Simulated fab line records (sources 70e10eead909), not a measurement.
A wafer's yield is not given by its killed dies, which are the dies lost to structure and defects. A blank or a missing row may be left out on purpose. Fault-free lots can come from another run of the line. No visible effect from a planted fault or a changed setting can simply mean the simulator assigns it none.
What tool caused it? | flow nandHarc | Sampling: 12 lots, 36 wafers, 5 of 1302 route steps

== WHAT THE GAUGES SHOWED, per wafer ==
NHARC_END_SORT_01. Usual: killedAtArray 61, standard deviation 23; killedAtOther 1.3, standard deviation 1.4; killedAtPeriphery 4.0, standard deviation 2.6; killedDies 66, standard deviation 22; killedOpen 3.4, standard deviation 1.8; killedShort 2.3, standard deviation 1.4.
lot  | measured     | on        | killedAtArray | killedAtOther | killedAtPeriphery | killedDies | killedOpen | killedShort | flag
L180 | day 25 04:36 | prober-02 | 55 52 44      | 1 1 0         | 2 2 0             | 58 55 44   | 4 0 6      | 1 3 3       | 
L181 | day 25 21:42 | prober-02 | 61 74 70      | 4 3 1         | 5 2 12            | 70 79 83   | 1 4 4      | 1 1 1       | 
L182 | day 25 20:53 | prober-01 | 63 56 48      | 1 0 1         | 5 4 5             | 69 60 54   | 6 2 0      | 3 3 3       | 
L193 | day 31 03:37 | prober-02 | 54 52         | 6 3           | 1 6               | 61 61      | 3 3        | 2 0         | 
L196 | day 32 21:49 | prober-02 | 68 66 74      | 1 2 1         | 5 12 7            | 74 80 82   | 4 3 1      | 4 0 1       | 

== WHICH TOOL RAN EACH LOT (tool, then ch and the chambers of the sampled wafers, then the start) ==
lot  | NHARC_A_CHANNEL_HOLE_D2_ETCH_44   | NHARC_A_CHANNEL_HOLE_D2_XSEM_32 | NHARC_A_CHANNEL_FILL_D2_ALD_02  | NHARC_A_CHANNEL_FILL_D2_ALD_25
L178 | rieDiel-02 ch 0,1,3, day 13 22:51 | xsem-01 ch 0, day 13 23:44      | aldHk-03 ch 1,2,3, day 14 00:01 | aldHk-01 ch 1,2,3, day 15 16:34
L180 | rieDiel-06 ch 1,2,3, day 14 15:44 | xsem-02 ch 0, day 14 16:37      | aldHk-02 ch 2,3, day 14 16:59   | aldHk-03 ch 1,2,3, day 16 06:19
L181 | rieDiel-06 ch 0,2, day 15 03:15   | xsem-01 ch 0, day 15 04:08      | aldHk-02 ch 0,2,3, day 15 04:34 | aldHk-02 ch 0,1,2, day 16 20:52
L182 | rieDiel-06 ch 1,2,3, day 15 09:09 | xsem-02 ch 0, day 15 10:10      | aldHk-02 ch 0,1,3, day 15 10:31 | aldHk-03 ch 0,1,3, day 17 02:19
L183 | rieDiel-02 ch 0,2,3, day 15 14:25 | xsem-01 ch 0, day 15 15:18      | aldHk-01 ch 0,1,3, day 15 15:36 | aldHk-01 ch 0,1,3, day 17 02:20
L184 | rieDiel-02 ch 1,3, day 16 00:43   | xsem-02 ch 0, day 16 01:37      | aldHk-01 ch 0,3, day 16 01:56   | aldHk-01 ch 2,3, day 17 16:31
L186 | rieDiel-02 ch 0,2,3, day 16 20:05 | xsem-02 ch 0, day 16 20:57      | aldHk-03 ch 1,2,3, day 16 21:14 | aldHk-01 ch 0,2,3, day 18 12:20
L193 | rieDiel-06 ch 1,2,3, day 19 20:09 | xsem-01 ch 0, day 19 21:11      | aldHk-03 ch 1,2,3, day 19 21:37 | aldHk-03 ch 0,2, day 21 10:58
L196 | rieDiel-06 ch 0,2,3, day 21 20:46 | xsem-01 ch 0, day 21 21:40      | aldHk-02 ch 0,1,2, day 21 21:56 | aldHk-02 ch 0,1,2, day 23 09:48
L199 | rieDiel-06 ch 0,2, day 22 01:03   | xsem-01 ch 0, day 22 01:55      | aldHk-02 ch 0,3, day 22 02:17   | aldHk-01 ch 0,2,3, day 23 18:43
L200 | rieDiel-06 ch 0,1, day 22 06:52   | xsem-01 ch 0, day 22 07:44      | aldHk-03 ch 0,3, day 22 10:05   | aldHk-02 ch 1,3, day 23 21:23
L201 | rieDiel-06 ch 0,2,3, day 23 00:21 | xsem-01 ch 0, day 23 01:13      | aldHk-03 ch 0,1,3, day 23 01:31 | aldHk-02 ch 0,1,2, day 24 16:16
- NHARC_A_CHANNEL_HOLE_D2_ETCH_44: etches the open film in CF4/O2, target depth 140 nm, overetch 14 nm, time 77 s.
- NHARC_A_CHANNEL_HOLE_D2_XSEM_32
- NHARC_A_CHANNEL_FILL_D2_ALD_02: deposits SiO2, target thk 6 nm, pulse time 10 s, ald cycles 60.
- NHARC_A_CHANNEL_FILL_D2_ALD_25: deposits SiOx, target thk 60 nm, pulse time 10 s, ald cycles 600.

== WHAT THE TOOLS THEMSELVES READ (means of the sampled wafers that have a number; where no wafer has one, the mark that the record gives instead) ==
NHARC_A_CHANNEL_HOLE_D2_ETCH_44. Usual: drypumpMotorCurrentA 5.8 A, standard deviation 0.39; oes_ar_750_au 1.000 a.u., standard deviation 0.0046; oesProductAu 1.000 a.u., standard deviation 0.009; rfVppV 197.7 V, standard deviation 1.3; showerheadPlenumPTorr 1.34 Torr, standard deviation 0.052; throttleValvePct 13.398 %, standard deviation 0.0091.
lot  | tool       | drypumpMotorCurrentA (A) | oes_ar_750_au (a.u.) | oesProductAu (a.u.) | rfVppV (V) | showerheadPlenumPTorr (Torr) | throttleValvePct (%) | flag
L178 | rieDiel-02 | 5.8                      | 0.999                | 1.007               | 197.4      | 1.34                         | 13.397               | 
L180 | rieDiel-06 | 5.7                      | 1.000                | 1.001               | 197.9      | 1.34                         | 13.401               | 
L181 | rieDiel-06 | 6.2                      | 0.997                | 0.998               | 197.9      | 1.31                         | 13.397               | 
L182 | rieDiel-06 | 5.7                      | 0.997                | 0.988               | 197.7      | 1.34                         | 13.401               | 
L183 | rieDiel-02 | 5.9                      | 1.001                | 0.996               | 198.1      | 1.36                         | 13.397               | 
L184 | rieDiel-02 | 6.0                      | 1.002                | 1.009               | 197.4      | 1.32                         | 13.386               | 
L186 | rieDiel-02 | 5.9                      | 0.999                | 1.008               | 198.3      | 1.36                         | 13.405               | 
L193 | rieDiel-06 | 5.7                      | 1.001                | 0.990               | 197.6      | 1.34                         | 13.397               | 
L196 | rieDiel-06 | 5.8                      | 0.998                | 0.991               | 198.4      | 1.34                         | 13.391               | 
L199 | rieDiel-06 | 6.3                      | 0.997                | 0.980               | 196.3      | 1.28                         | 13.398               | 
L200 | rieDiel-06 | 5.9                      | 1.000                | 0.992               | 198.4      | 1.34                         | 13.405               | 
L201 | rieDiel-06 | 5.8                      | 0.995                | 0.993               | 198.1      | 1.34                         | 13.387               | 

NHARC_A_CHANNEL_HOLE_D2_XSEM_32. Usual: botCdNm 74.6 nm, standard deviation 1.1; bowNm 8.52 nm, standard deviation 0.29; tiltDeg 0.08 degrees, standard deviation 0.045.
lot  | tool    | botCdNm (nm) | bowNm (nm) | tiltDeg (degrees) | flag
L178 | xsem-01 | 74.7         | 8.60       | 0.03              | 
L180 | xsem-02 | 74.3         | 8.38       | 0.16              | 
L181 | xsem-01 | 74.4         | 8.37       | 0.10              | 
L182 | xsem-02 | 73.5         | 8.32       | 0.01              | 
L183 | xsem-01 | 74.5         | 8.27       | 0.12              | 
L184 | xsem-02 | 75.8         | 8.74       | 0.15              | 
L186 | xsem-02 | 75.3         | 7.94       | 0.03              | 
L193 | xsem-01 | 74.3         | 8.32       | 0.09              | 
L196 | xsem-01 | 75.5         | 8.87       | 0.10              | 
L199 | xsem-01 | 76.0         | 8.34       | 0.03              | 
L200 | xsem-01 | 73.9         | 8.49       | 0.04              | 
L201 | xsem-01 | 72.8         | 8.97       | 0.05              | 

NHARC_A_CHANNEL_FILL_D2_ALD_02. Usual: heaterPowerW 474 W, standard deviation 49; precursorPulseHeightRel 1.000, standard deviation 0.019.
lot  | tool     | heaterPowerW (W) | precursorPulseHeightRel | flag
L178 | aldHk-03 | 456              | 1.005                   | 
L180 | aldHk-02 | 435              | 1.016                   | 
L181 | aldHk-02 | 457              | 1.004                   | 
L182 | aldHk-02 | 490              | 1.004                   | 
L183 | aldHk-01 | 490              | 0.998                   | 
L184 | aldHk-01 | 431              | 1.007                   | 
L186 | aldHk-03 | 453              | 1.011                   | 
L193 | aldHk-03 | 458              | 1.010                   | 
L196 | aldHk-02 | 464              | 0.990                   | 
L199 | aldHk-02 | 510              | 1.004                   | 
L200 | aldHk-03 | 467              | 0.989                   | 
L201 | aldHk-03 | 466              | 0.996                   | 

NHARC_A_CHANNEL_FILL_D2_ALD_25. Usual: heaterPowerW 474 W, standard deviation 46; precursorPulseHeightRel 1.001, standard deviation 0.02.
lot  | tool     | heaterPowerW (W) | precursorPulseHeightRel | flag
L178 | aldHk-01 | 515              | 1.011                   | 
L180 | aldHk-03 | 452              | 0.992                   | 
L181 | aldHk-02 | 456              | 1.019                   | 
L182 | aldHk-03 | 459              | 1.018                   | 
L183 | aldHk-01 | 499              | 0.988                   | 
L184 | aldHk-01 | 470              | 1.010                   | 
L186 | aldHk-01 | 458              | 0.988                   | 
L193 | aldHk-03 | 493              | 1.004                   | 
L196 | aldHk-02 | 445              | 1.024                   | 
L199 | aldHk-01 | 462              | 1.009                   | 
L200 | aldHk-02 | 466              | 1.007                   | 
L201 | aldHk-02 | 452              | 0.992                   | 

== THE ANSWER, worked out from the rows above alone ==
Rule: a lot is off if the mean of its wafers that have a number lies more than 3 standard deviations from the usual mean. Also off: a lot with no number at a reading for which 4 or more lots have one. The other lots that the step has rows for count as sound. After the gauges, taken in route order, come the tools' own readings; for these a lot's mean is taken, as printed above. At the first step where some lot is off, the reading lying furthest off is the one used; lots without a number count as furthest.
No lot is off on any of the readings shown, so nothing can be concluded from this.

== WHAT THE SIMULATOR HAD INSERTED ==
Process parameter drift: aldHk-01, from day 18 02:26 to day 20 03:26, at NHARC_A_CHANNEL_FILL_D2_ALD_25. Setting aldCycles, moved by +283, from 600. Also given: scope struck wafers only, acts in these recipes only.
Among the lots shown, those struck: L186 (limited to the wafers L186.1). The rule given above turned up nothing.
